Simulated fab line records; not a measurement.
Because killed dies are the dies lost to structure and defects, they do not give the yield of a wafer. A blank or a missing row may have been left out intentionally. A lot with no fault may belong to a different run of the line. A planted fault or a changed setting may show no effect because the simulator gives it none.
The tool behind it: which one?    flow nand harc    12 lots with 36 wafers sampled at 5 steps, on a route of 1302 steps

WHAT EACH GAUGE READ, for each wafer
NHARC_A_ONON_D1_THK_MEAS_24: measures by ellipsometry.
lot   measured      on             thk nm (nm)
L683  day 9 07:01   film metro-01  990 988 990
L684  day 10 01:02  film metro-01  987 987 988
L685  day 10 06:56  film metro-01  994 994 993
L686  day 10 17:58  film metro-02  1011 1013 1013
L688  day 11 08:49  film metro-01  1008 1007 1006
L687  day 11 08:49  film metro-02  1010 1011 1011
L689  day 12 01:43  film metro-02  1002 1001 1002
L690  day 12 07:32  film metro-01  994 994 993
L692  day 13 12:11  film metro-01  990 989 988
L698  day 15 16:57  film metro-02  988 985 988
L700  day 16 12:19  film metro-01  1003 1001 1004
L702  day 17 08:09  film metro-01  1030 1029 1028

NHARC_A_CHANNEL_HOLE_D1_CD_MEAS_10: target cd 100 nm.
lot   measured      on         cd nm (nm)
L683  day 9 12:55   cd sem-01  100.7 101.3 101.1
L684  day 10 05:25  cd sem-01  99.8 101.8 100.9
L685  day 10 12:04  cd sem-01  100.3 99.9 100.7
L686  day 10 23:52  cd sem-02  101.7 101.7 101.7
L688  day 11 17:22  cd sem-02  99.0 99.2 99.8
L687  day 11 15:53  cd sem-02  100.4 101.8 101.7
L689  day 12 08:49  cd sem-03  100.9 100.6 100.9
L690  day 12 14:26  cd sem-03  101.3 101.4 101.6
L692  day 13 20:50  cd sem-03  101.0 101.4 99.7
L698  day 15 21:17  cd sem-01  100.4 101.7 101.0
L700  day 16 17:34  cd sem-01  100.4 99.7 100.0
L702  day 17 12:40  cd sem-03  99.7 100.4 100.4

NHARC_END_SORT_01.
lot   measured      on         killed at array  killed at other  killed at periphery  killed dies  killed open  killed short
L687  day 27 17:29  prober-01  58 31            0 1              4 4                  62 36        3 1          4 1

EACH LOT AND THE TOOL THAT RAN IT (in order: tool; ch and the chambers of the sampled wafers; start)
lot   NHARC_A_CHANNEL_HOLE_D1_EXPOSE_07   NHARC_A_CHANNEL_HOLE_D1_ETCH_16
L683  arfi scanner-03 ch 0, day 9 12:47   rie diel-05 ch 0,1,2, no start
L684  arfi scanner-01 ch 0, day 10 05:17  rie diel-13 ch 0,3, no start
L685  arfi scanner-02 ch 0, day 10 11:56  rie diel-13 ch 1,2, no start
L686  arfi scanner-01 ch 0, day 10 23:44  rie diel-13 ch 0,3, no start
L688  arfi scanner-02 ch 0, day 11 17:13  rie diel-13 ch 0,2,3, no start
L687  arfi scanner-03 ch 0, day 11 15:45  rie diel-13 ch 0,2,3, day 27 17:29 or earlier
L689  arfi scanner-02 ch 0, day 12 08:40  rie diel-13 ch 1,2,3, no start
L690  arfi scanner-02 ch 0, day 12 14:17  rie diel-13 ch 0,3, no start
L692  arfi scanner-02 ch 0, day 13 20:41  rie diel-13 ch 0,1,2, no start
L698  arfi scanner-01 ch 0, day 15 21:09  rie diel-13 ch 1,2, no start
L700  arfi scanner-01 ch 0, day 16 17:25  rie diel-13 ch 0,3, no start
L702  arfi scanner-01 ch 0, day 17 12:32  rie diel-13 ch 0,3, no start
- NHARC_A_CHANNEL_HOLE_D1_EXPOSE_07: exposes mask HOLE D1, target cd 100 nm.
- NHARC_A_CHANNEL_HOLE_D1_ETCH_16: etches the open film in O2/COS, target depth 3100 nm, time 806 s.

WHAT THE TOOLS THEMSELVES READ (means of the sampled wafers that have a number; where no wafer has one, the mark that the record gives instead)
NHARC_A_CHANNEL_HOLE_D1_EXPOSE_07.
lot   tool             exposure dose mJ cm2  focus offset nm (nm)
L683  arfi scanner-03  60.2                  0.1
L684  arfi scanner-01  59.4                  0.5
L685  arfi scanner-02  60.2                  -0.2
L686  arfi scanner-01  59.6                  0.1
L688  arfi scanner-02  60.2                  -0.3
L687  arfi scanner-03  60.2                  0.1
L689  arfi scanner-02  60.2                  0.1
L690  arfi scanner-02  61.6                  0.3
L692  arfi scanner-02  61.2                  -0.5
L698  arfi scanner-01  59.5                  -0.5
L700  arfi scanner-01  59.5                  -0.8
L702  arfi scanner-01  59.6                  -0.1

NHARC_A_CHANNEL_HOLE_D1_ETCH_16.
lot   tool         cos flow sccm (sccm)  drypump motor current A (A)  oes product au (a.u.)  rf vpp V (V)  showerhead plenum p Torr (Torr)  throttle valve pct (%)
L683  rie diel-05  19.99                 5.9                          1.010                  314.1         3.10                             28.320
L684  rie diel-13  19.95                 5.4                          0.992                  314.5         3.18                             28.334
L685  rie diel-13  19.98                 6.4                          1.002                  313.2         3.08                             28.323
L686  rie diel-13  19.96                 5.4                          0.996                  314.6         3.18                             28.333
L688  rie diel-13  19.96                 5.7                          0.993                  313.0         3.12                             28.323
L687  rie diel-13  20.02                 5.7                          0.985                  313.8         3.13                             28.330
L689  rie diel-13  19.94                 6.1                          0.996                  314.3         3.13                             28.331
L690  rie diel-13  20.00                 5.4                          0.998                  315.0         3.18                             28.321
L692  rie diel-13  20.05                 6.1                          0.993                  312.9         3.07                             28.329
L698  rie diel-13  19.96                 6.3                          0.998                  313.7         3.07                             28.328
L700  rie diel-13  20.01                 5.4                          0.998                  315.5         3.17                             28.327
L702  rie diel-13  19.98                 5.3                          0.988                  315.1         3.17                             28.331

THE ANSWER, worked out from the rows above alone
Rule: the usual values come from the lots themselves. Put in order of their means at a reading, lots are off if they are a third of the lots or fewer, leave a main group of 4 or more, and stand apart from it by a gap of 3 or more times the standard deviation of the main group's means; of several such gaps the widest counts. If all means in a main group match to the digits the tables above print for the reading, that group is not used. A lot without any number at a reading at which 4 lots or more have one is off too. The other lots that the step has rows for count as sound. Order of review: gauges by route order, followed by the tools' own readings, for which a lot's mean as printed above is used. At the first step where some lot is off, the reading lying furthest off is the one used; lots without a number count as furthest.
No lot is off on any of the readings shown, so nothing can be concluded from this.

WHAT HAD BEEN PUT IN BY THE SIMULATOR
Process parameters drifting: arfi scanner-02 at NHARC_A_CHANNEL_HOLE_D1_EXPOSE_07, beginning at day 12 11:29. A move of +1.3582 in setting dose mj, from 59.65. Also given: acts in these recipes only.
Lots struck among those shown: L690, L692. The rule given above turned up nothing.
